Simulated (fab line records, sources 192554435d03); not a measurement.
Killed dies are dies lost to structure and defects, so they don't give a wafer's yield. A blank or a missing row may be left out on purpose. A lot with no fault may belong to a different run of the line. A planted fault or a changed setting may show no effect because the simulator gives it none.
fab line records + flow n5Finfet
[record]
- lots = 3
- wafers = 9
- lastDay = 17
route steps=1938 shown MOL_CONTACT_COAG@569 BEOL_M4@1111 PASSIVATION@1936
lots that met no fault: taken from a fault-free run of the same line
startH: hours from the record's first day to the start of the lot's first wafer shown + waitH: hours elapsed since this lot's preceding step + " repeats the value in the row above + L1.1+2: a single row standing in for several wafers + - either no value or no given start + * or withheld: withheld + < > ~ a bound
route shown NAME@n: NAME is a module with steps in the file, n the number in the route of the first one + usual: mean and standard deviation over wafers with no fault + same: alike in all rows + chamber/n: place in a boat + sites: each site's reading + _std_site: standard deviation across them + _edge_site: mean of outer sites minus mean of inner sites + radiusMm: for every site, how far away it sits from the centre of the wafer + mask NAME#n: copy n + behind: the tool/chamber that last shaped the wafer + hold: cause of the lot's hold/its duration in hours/its outcome + device: whichever transistor did not switch (one of n, p or np) + end of line: the route-end tests of the same wafers + a step given without rows: its recipe and nothing more + killed: not the wafer's yield, but the dies lost to structure and defects at the first sort + map: per-die view of a wafer (x killed, . not killed, _ where there is no die)
set.NAME: setting as actually run; set.NAME@STEP: the setting as run at that earlier step + model.NAME: the simulator's own value behind a step, which no gauge read
lots at selected steps of the route; one table per step, one row per wafer
services: from which hour (startH, from the record's first day; less than 0 if before it) a tool's chamber was out of use, for how many hours, and why
[[steps]]
[step N5_MOL_CONTACT_COAG_SOFTBAKE_79]
[recipe]
- tempC = 110
- timeS = 60
- resist = CAR-EUV
[step N5_MOL_CONTACT_COAG_EXPOSE_81]
[recipe]
- maskId = VG
- na = 0.33
- sourceShape = annular
- sigmaInner = 0.3
- sigmaOuter = 0.7
- polarization = unpolarized
- defocusNm = 0
- doseMj = 59.5
[step N5_MOL_CONTACT_COAG_PEB_82]
[recipe]
- pebTempC = 100
- pebTimeS = 60
- resist = CAR-EUV
[step N5_MOL_CONTACT_COAG_DEVELOP_83]
[recipe]
- developTimeS = 30
- developer = TMAH
- resist = CAR-EUV
- rinseLiquid = surfactantRinse
- dry = airSpin
- devTempC = 23
[step N5_MOL_CONTACT_COAG_DESCUM_88]
[recipe]
- chemistry = O2
- timeS = 7
- sourcePowerW = 50
- biasPowerW = 20
- pressureMtorr = 20
- rfFrequencyHz = 2.712e+07
- tempC = 40
- resist = CAR-EUV
- o2FlowSccm = 225
[step N5_MOL_CONTACT_COAG_ETCH_89]
[recipe]
- chemistry = N2/H2
- target = underlayer
- targetDepthA = 130
- maskMaterial = CAR-EUV
- timeS = 10.4
- ionEnergyEv = 200
- pressureMtorr = 30
- sourceW = 840
- biasW = 150
- n2FlowSccm = 200
- h2FlowSccm = 200
- ends = cleared
[step N5_MOL_CONTACT_COAG_ETCH_90]
[recipe]
- chemistry = CF4
- target = SiARC
- targetDepthA = 130
- maskMaterial = CAR-EUV
- timeS = 21.7
- ionEnergyEv = 80
- pressureMtorr = 40
- sourceW = 545
- biasW = 36
- Ar_flow_sccm = 100
- cf4FlowSccm = 100
- ends = cleared
[step N5_MOL_CONTACT_COAG_ALD_131]
[recipe]
- material = SiO2
- targetThkA = 50
- tempC = 100
- aldPrecursorFamily = BDEAS
- aldCoReactant = O2-plasma
- pulseTimeS = 1
- coReactantPulseTimeS = 1
- purgeTimeS = 2
- coReactantPurgeTimeS = 2
- aldCycles = 35
- pressureTorr = 2
[step N5_MOL_CONTACT_COAG_ETCHBACK_132]
[recipe]
- chemistry = CHF3
- target = SiO2
- targetDepthA = 100
- timeS = 6.7
- ionEnergyEv = 200
- pressureMtorr = 30
- sourceW = 610
- biasW = 170
- Ar_flow_sccm = 200
- CHF3_flow_sccm = 50
[step N5_MOL_CONTACT_COAG_ETCH_91]
[recipe]
- chemistry = N2/H2
- target = SOC
- targetDepthA = 600
- overetchA = 210
- maskMaterial = SiARC
- tempC = 40
- timeS = 101.2
- ionEnergyEv = 200
- pressureMtorr = 30
- sourceW = 840
- biasW = 150
- n2FlowSccm = 200
- h2FlowSccm = 200
[usual]
- drypumpMotorCurrentA = 5.8/0.53
- oesProductAu = 0.66/0.077
- rfVppV = 525.3/2.7
- showerheadPlenumPTorr = 2.59/0.1
- tempC = 40.01/0.13
- throttleValvePct = 17.74/0.21
| lot.wafer | tool       | chamber | startH | waitH | drypumpMotorCurrentA | oesProductAu | rfHoursCounterH | rfVppV | showerheadPlenumPTorr | tempC | throttleValvePct | model.SiARC_of_MOL_CONTACT_COAG_COAT_76.thkNm |
|-----------|------------|---------|--------|-------|----------------------|--------------|-----------------|--------|-----------------------|-------|------------------|-----------------------------------------------|
| L574.2    | rieDiel-06 | 1       | 121.92 | 0.0   | 6.6                  | 0.61         | 182             | 526.4  | 2.63                  | 40.02 | 17.70            | 5.6                                           |
| L574.4    | "          | 0       | "      | "     | 5.7                  | 0.59         | 197             | 525.9  | 2.63                  | 40.07 | 17.84            | 5.6                                           |
| L574.5    | "          | 1       | "      | "     | 6.6                  | 0.61         | -               | 527.2  | 2.63                  | 40.15 | 17.70            | 5.6                                           |
| L582.1    | rieDiel-06 | 1       | 162.01 | 0.0   | 6.6                  | 0.61         | 199             | 525.6  | 2.62                  | 39.93 | 17.75            | 5.6                                           |
| L582.4    | "          | 1       | "      | "     | 6.6                  | 0.61         | -               | 526.4  | 2.62                  | 39.96 | 17.74            | 5.6                                           |
| L582.6    | "          | 0       | "      | "     | 5.8                  | 0.69         | -               | 525.9  | 2.62                  | 39.99 | 17.86            | 6.8                                           |
| L593.1    | rieDiel-01 | 3       | 230.06 | 0.0   | 6.6                  | 0.77         | 8               | 525.8  | 2.60                  | 40.27 | 17.52            | 5.6                                           |
| L593.3    | "          | 0       | "      | "     | 6.4                  | 0.63         | 135             | 527.9  | 2.65                  | 40.04 | 17.64            | 6                                             |
| L593.5    | "          | 2       | "      | "     | 5.2                  | 0.68         | -               | 528.8  | 2.70                  | 40.00 | 17.76            | 5.6                                           |
[step N5_MOL_CONTACT_COAG_STRIP_92]
[recipe]
- chemistry = N2/H2
- tempC = 40
- n2FlowSccm = 200
- h2FlowSccm = 200
- rfFrequencyHz = 6e+07
[step N5_MOL_CONTACT_COAG_STRIP_93]
[recipe]
- chemistry = N2/H2
- tempC = 40
- n2FlowSccm = 200
- h2FlowSccm = 200
- rfFrequencyHz = 6e+07
[step N5_MOL_CONTACT_COAG_ETCHBACK_135]
[recipe]
- chemistry = CHF3
- target = SiO2
- targetDepthA = 250
- timeS = 16.7
- ionEnergyEv = 200
- pressureMtorr = 30
- sourceW = 610
- biasW = 170
- Ar_flow_sccm = 200
- CHF3_flow_sccm = 50
[step N5_MOL_CONTACT_COAG_STRIP_118]
[recipe]
- chemistry = CHF3
- resist = SiARC
- rfFrequencyHz = 6e+07
[step N5_MOL_CONTACT_COAG_VIA_ETCH_46]
[recipe]
- chemistry = C4F6/O2
- targetDepthA = 460
- overetchA = 92
- maskMaterial = SOC
- target = SiO2
- biasW = 455
- pressureMtorr = 10
- timeS = 40
- sourceW = 325
- Ar_flow_sccm = 300
- C4F6_flow_sccm = 10
- O2_flow_sccm = 10
- ionEnergyEv = 575.3
- ends = endPoint
[step N5_MOL_CONTACT_COAG_STRIP_96]
[recipe]
- chemistry = N2/H2
- powerW = 500
- tempC = 40
- pressureMtorr = 50
- rfFrequencyHz = 6e+07
- overashFraction = 0.3
- biasPowerW = 28
- h2Frac = 0.5
- n2FlowSccm = 300
- h2FlowSccm = 300
[step N5_MOL_CONTACT_COAG_ETCH_47]
[recipe]
- chemistry = CH3F/O2
- target = SiNx
- targetDepthA = 270
- maskMaterial = SiO2
- stopOn = W
- overEtchFrac = 0.2
- ionEnergyEv = 120
- endpoint = OES-CN
- pressureMtorr = 30
- sourceW = 395
- biasW = 73
- Ar_flow_sccm = 150
- CH3F_flow_sccm = 30
- O2_flow_sccm = 20
- ends = endPoint
[step N5_MOL_CONTACT_COAG_STRIP_119]
[recipe]
- chemistry = N2/H2
- timeS = 30
- powerW = 1000
- tempC = 250
- pressureMtorr = withheld
- n2FlowSccm = 1750
- h2FlowSccm = 3250
[step N5_MOL_CONTACT_COAG_PRECLEAN_144]
[recipe]
- chemistry = alkalineClean
- tempC = 60
- timeS = 60
- doPpb = 50
[step N5_MOL_CONTACT_COAG_SRD_145]
[recipe]
- dry = ipaMarangoni
- timeS = 30
- tempC = 23
- rinseLiquid = diw
[step N5_MOL_CONTACT_COAG_COAT_62]
[recipe]
- resist = SOC
- tempC = 250
- timeS = 60
- spinRpm = 1500
- resistThkNm = 60
[step N5_MOL_CONTACT_COAG_COAT_63]
[recipe]
- resist = SiARC
- tempC = 220
- timeS = 60
- spinRpm = 1500
- resistThkNm = 10
[step N5_MOL_CONTACT_COAG_COAT_64]
[recipe]
- resist = underlayer
- tempC = 205
- timeS = 60
- spinRpm = 1500
- resistThkNm = 10
[step N5_MOL_CONTACT_COAG_COAT_34]
[recipe]
- resist = CAR-EUV
- spinRpm = 1500
- resistThkNm = 40
[step N5_MOL_CONTACT_COAG_EBR_36]
[recipe]
- solvent = PGMEA
- ebrWidthMm = 1.5
[step N5_MOL_CONTACT_COAG_SOFTBAKE_35]
[recipe]
- tempC = 110
- timeS = 60
- resist = CAR-EUV
[step N5_MOL_CONTACT_COAG_EXPOSE_37]
[recipe]
- maskId = VD
- na = 0.33
- sourceShape = annular
- sigmaInner = 0.3
- sigmaOuter = 0.7
- polarization = unpolarized
- defocusNm = 0
- doseMj = 62
[step N5_MOL_CONTACT_COAG_PEB_38]
[recipe]
- pebTempC = 100
- pebTimeS = 60
- resist = CAR-EUV
[step N5_MOL_CONTACT_COAG_DEVELOP_39]
[recipe]
- developTimeS = 30
- developer = TMAH
- resist = CAR-EUV
- rinseLiquid = surfactantRinse
- dry = airSpin
- devTempC = 23
[step N5_MOL_CONTACT_COAG_DESCUM_45]
[recipe]
- chemistry = O2
- timeS = 7
- sourcePowerW = 50
- biasPowerW = 20
- pressureMtorr = 20
- rfFrequencyHz = 2.712e+07
- tempC = 40
- resist = CAR-EUV
- o2FlowSccm = 225
[step N5_MOL_CONTACT_COAG_ETCH_65]
[recipe]
- chemistry = N2/H2
- target = underlayer
- targetDepthA = 130
- maskMaterial = CAR-EUV
- timeS = 10.4
- ionEnergyEv = 200
- pressureMtorr = 30
- sourceW = 840
- biasW = 150
- n2FlowSccm = 200
- h2FlowSccm = 200
- ends = cleared
[step N5_MOL_CONTACT_COAG_ETCH_66]
[recipe]
- chemistry = CF4
- target = SiARC
- targetDepthA = 130
- maskMaterial = CAR-EUV
- timeS = 21.7
- ionEnergyEv = 80
- pressureMtorr = 40
- sourceW = 545
- biasW = 36
- Ar_flow_sccm = 100
- cf4FlowSccm = 100
- ends = cleared
[step N5_MOL_CONTACT_COAG_ALD_133]
[recipe]
- material = SiO2
- targetThkA = 50
- tempC = 100
- aldPrecursorFamily = BDEAS
- aldCoReactant = O2-plasma
- pulseTimeS = 1
- coReactantPulseTimeS = 1
- purgeTimeS = 2
- coReactantPurgeTimeS = 2
- aldCycles = 35
- pressureTorr = 2
[step N5_MOL_CONTACT_COAG_ETCHBACK_134]
[recipe]
- chemistry = CHF3
- target = SiO2
- targetDepthA = 100
- timeS = 6.7
- ionEnergyEv = 200
- pressureMtorr = 30
- sourceW = 610
- biasW = 170
- Ar_flow_sccm = 200
- CHF3_flow_sccm = 50
[step N5_MOL_CONTACT_COAG_ETCH_67]
[recipe]
- chemistry = N2/H2
- target = SOC
- targetDepthA = 600
- overetchA = 210
- maskMaterial = SiARC
- tempC = 40
- timeS = 101.2
- ionEnergyEv = 200
- pressureMtorr = 30
- sourceW = 840
- biasW = 150
- n2FlowSccm = 200
- h2FlowSccm = 200
[step N5_BEOL_M4_RC_MEAS_101]
[usual]
- DIBL_N = 35.7/1.5
- DIBL_P = 35.7/2
- IOFF_N = 0.155/0.026
- IOFF_P = 0.20/0.031
- ION_N = 675/11
- ION_P = 462/7.1
- SS_N = 71.3/0.57
- SS_P = 73.1/0.56
- VT_N = 250/3
- VT_P = -251/3
| lot.wafer | tool      | chamber | startH | waitH | DIBL_N[mV/V] | DIBL_P[mV/V] | IOFF_N[nA/um] | IOFF_P[nA/um] | ION_N[uA/um] | ION_P[uA/um] | SS_N[mV/dec] | SS_P[mV/dec] | VT_N[mV] | VT_P[mV] |
|-----------|-----------|---------|--------|-------|--------------|--------------|---------------|---------------|--------------|--------------|--------------|--------------|----------|----------|
| L574.2    | prober-02 | 0       | 194.28 | 0.2   | 37.2         | 37.7         | 0.195         | 0.27          | 681          | 474          | 72.1         | 72.8         | 244      | -245     |
| L574.4    | "         | 0       | "      | "     | 34.4         | 34.7         | 0.139         | 0.21          | 663          | 460          | 71.3         | 73.1         | 253      | -249     |
| L574.5    | "         | 0       | "      | "     | 34.9         | 34.9         | 0.153         | 0.22          | 680          | 469          | 71.1         | 72.8         | 249      | -247     |
| L582.1    | prober-01 | 0       | 232.30 | 0.0   | 36.0         | 35.8         | 0.142         | 0.18          | 674          | 460          | 71.3         | 73.3         | 252      | -256     |
| L582.4    | "         | 0       | "      | "     | 36.2         | 37.0         | 0.152         | 0.18          | 675          | 461          | 71.4         | 74.2         | 251      | -254     |
| L582.6    | "         | 0       | "      | "     | 34.4         | 34.1         | 0.125         | 0.15          | 670          | 463          | 70.6         | 72.5         | 252      | -255     |
| L593.1    | prober-02 | 0       | 311.93 | 0.0   | 36.3         | 37.6         | 0.193         | 0.26          | 693          | 474          | 71.5         | 73.7         | 245      | -245     |
| L593.3    | "         | 0       | "      | "     | 35.5         | 35.5         | 0.161         | 0.22          | 678          | 457          | 71.8         | 72.8         | 249      | -248     |
| L593.5    | "         | 0       | "      | "     | 33.8         | 34.1         | 0.143         | 0.20          | 677          | 466          | 70.8         | 72.3         | 250      | -251     |
[step N5_PASSIVATION_PROBE_49]
[usual]
- defectLimitedYield = 91.4/1.5
- killed_at_M0_to_M3 = 34/10
- killed_at_M4_up = 15/6
- killedAtContacts = 12/6
- killedAtFrontEnd = 37/11
- killedAtOther = 3.3/2.8
- killedDies = 101/18
- killedOpen = 66/14
- killedShort = 33/7.8
- sort_bin_5_function = 5.0/0.97
- sort_bin_6_memory = 3.2/0.72
- sortNPass = 1079/18
- sortYieldPct = 91.4/1.5
[same]
- grossDies = 1180
- killedAtBackSide = 0
- sort_bin_4_leakage[%] = 0
- sort_bin_8_speed[%] = 0
| lot.wafer | tool      | chamber | startH | waitH | defectLimitedYield[%] | killed_at_M0_to_M3 | killed_at_M4_up | killedAtContacts | killedAtFrontEnd | killedAtOther | killedDies | killedOpen | killedShort | sort_bin_5_function[%] | sort_bin_6_memory[%] | sortNPass | sortYieldPct[%] |
|-----------|-----------|---------|--------|-------|-----------------------|--------------------|-----------------|------------------|------------------|---------------|------------|------------|-------------|------------------------|----------------------|-----------|-----------------|
| L582.6    | prober-01 | -       | 334.12 | 0.3   | 66.9                  | 41                 | 4               | 323              | 22               | 0             | 390        | 47         | 28          | 31.1                   | 1.8                  | 790       | 66.9            |
// killed by level:class
L582.6 MOL_CONTACT_COAG:areaEtch=315 BEOL_M3:geometricParticle:open=19 BEOL_M3:geometricParticle:short=8 MOL_CONTACT_COAG:geometricParticle:open=6 STARTING-WAFER:geometricParticle:short=6 BEOL_M0_SAQP:geometricParticle:short=5 BEOL_M1:geometricParticle:open=5 FIN_SAQP:geometricParticle:open=4
// map L582.6 (x killed, . not)
_________________...........x________________
______________..............x..._____________
___________.x.......x..............__________
__________...........x.............._________
________...x..........x.......x......._______
_______..........x....x.x......x.......______
______...x.....x.x.xx..................._____
_____...x..x..x..xx.x................x...____
____.............xxx.........x............___
___..........x.xx.xxxx...x...x......x......__
___..x.........xxxxxxx.x........xx.........__
__..x.......xxxxxxxxxxxx....x..xx......x...._
__....x...xx.xxxxxxxxxxxxx..x.........x....._
_......x.x...xxxxxxxxxxxx.x.x.x...x...x......
_.....xx..x.xxxxxxxxxxxxx..x.x...............
_..xx....x.x.xxxxxxxxxxxxxx.x................
_.......xxxx.xxxxxxxxxxxxx.x.x.x.....x.......
_...........xxxxxxxxxxxxx.xxxxx..........x...
_x.x.....xxxxxxxxxxxxxxxxxx......x...........
_...x...xx.xxxxxxxxxxxxxxxxxxxx.x.x....x....x
_........x..xxxxxxxxxxxxxx.xxxxx..x.x.x......
__..x......xxxxxx.xxx.xxx.xxxxx..xx.xx.x...._
__.........xxx..xx..x.x.xx.....xxxx........._
___........xxxx.xx..xx.xxx.....x.x.x.....x.__
___.....xxx.xxx..xx.x.x.xx...xx..x.x.......__
____.x...x..x.x..x..xxx..xx..x..x.........___
_____...x...x.......xxxxxxx.xxx.xx...x...____
______x..xx.x........x.x.x.xxx.x....x.x._____
_______.xxxxx...........xxxxxx.xxx.....______
________......x.....x.x.x..xxxxxx.x..._______
__________...x...............xx..x.x_________
___________...x...............x....__________
______________.................._____________
_________________............________________
// map L574.4 (x killed, . not)
_________________............________________
______________.................._____________
___________......................x.__________
__________..xx..x..................._________
________x...........xx................_______
_______............x....x..............______
______....x...............x.....x......._____
_____x.......xx.........xx...............____
____......................x......x......x.___
___.........x........x................x...x__
___........................x.........x....x__
__...................x..........x..x.x......_
__...........x...x.........................._
_........................x..x..x.......x.....
_............x........................x.x....
_............x.....x......x......x.........x.
_......x.x...................................
_x......................xx...................
_.............x...x....xx....................
_x.....x.......x..........................xx.
_...............................x............
__...x.............x...............x........_
__...x.............x.x.........xx..........._
___..............x.................x....x..__
___..x....................x................__
____......................x..x............___
_____.......x...x..............x.........____
______.......x....x....................._____
_______x...x...x.x.......x.............______
________......x.........x.......x....._______
__________..x............x.........._________
___________...........x............__________
______________......x..........x_____________
_________________............________________
[[services]]
| tool       | chamber | startH | hours | kind                         |
|------------|---------|--------|-------|------------------------------|
| rieDiel-01 | 0       | 107.19 | 29.5  | repair                       |
| rieDiel-06 | 3       | 136.50 | -     | clean                        |
| rieDiel-06 | 3       | 136.50 | -     | consumableReplace:focusRing  |
| rieDiel-06 | 3       | 136.50 | -     | consumableReplace:showerhead |
| rieDiel-06 | 3       | 136.50 | 34.7  | scheduledDown                |
| rieDiel-06 | 3       | 136.50 | 34.7  | ventCycle                    |
| rieDiel-06 | 2       | 169.03 | 5.1   | repair                       |
| rieDiel-01 | 3       | 172.08 | 16.0  | repair                       |
| rieDiel-01 | 1       | 175.77 | 9.0   | repair                       |
| rieDiel-06 | -       | 183.10 | 0.2   | repair                       |
| rieDiel-01 | 3       | 188.14 | -     | clean                        |
| rieDiel-01 | 3       | 188.14 | -     | consumableReplace:focusRing  |
| rieDiel-01 | 3       | 188.14 | 25.6  | scheduledDown                |
| rieDiel-01 | 3       | 188.14 | 25.6  | ventCycle                    |
| rieDiel-06 | 2       | 200.19 | -     | clean                        |
| rieDiel-06 | 2       | 200.19 | -     | consumableReplace:focusRing  |
| rieDiel-06 | 2       | 200.19 | 17.7  | scheduledDown                |
| rieDiel-06 | 2       | 200.19 | 17.7  | ventCycle                    |
| rieDiel-01 | 1       | 213.94 | -     | clean                        |
| rieDiel-01 | 1       | 213.94 | -     | consumableReplace:focusRing  |
| rieDiel-01 | 1       | 213.94 | -     | consumableReplace:showerhead |
| rieDiel-01 | 1       | 213.94 | 18.5  | scheduledDown                |
| rieDiel-01 | 1       | 213.94 | 18.5  | ventCycle                    |
[[key]]
[firstSign]
- step = N5_PASSIVATION_PROBE_49
- reading = killedAtContacts
- direction = up
- sigmas = 52
- usual = 12
- struck = 323
[effect]
- step = N5_PASSIVATION_PROBE_49
- reading = sort_bin_5_function
- direction = up
- sigmas = 27
- usual = 5.0
- struck = 31.1
[modelEffect]
- step = N5_MOL_CONTACT_COAG_ETCH_91
- value = SiARC_of_MOL_CONTACT_COAG_COAT_76.thkNm
- without = 5.8
- struck = 6.8
[moreKillsBornAt]
- N5_MOL_CONTACT_COAG_ETCH_91@rieDiel-06 = 315
metAt N5_MOL_CONTACT_COAG_ETCH_91
struckWafers L582.6
onsetBetween 121.92 162.01
[fault]
- kind = processParameterDrift
- tool = rieDiel-06
- chamber = 0
- onsetH = 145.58
- steps = N5_MOL_CONTACT_COAG_ETCH_91
- channel = targetDepthA
- offset = -208.68
- shape = step
- endH = 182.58
- actsIn = theseRecipesOnly
- stated = 600
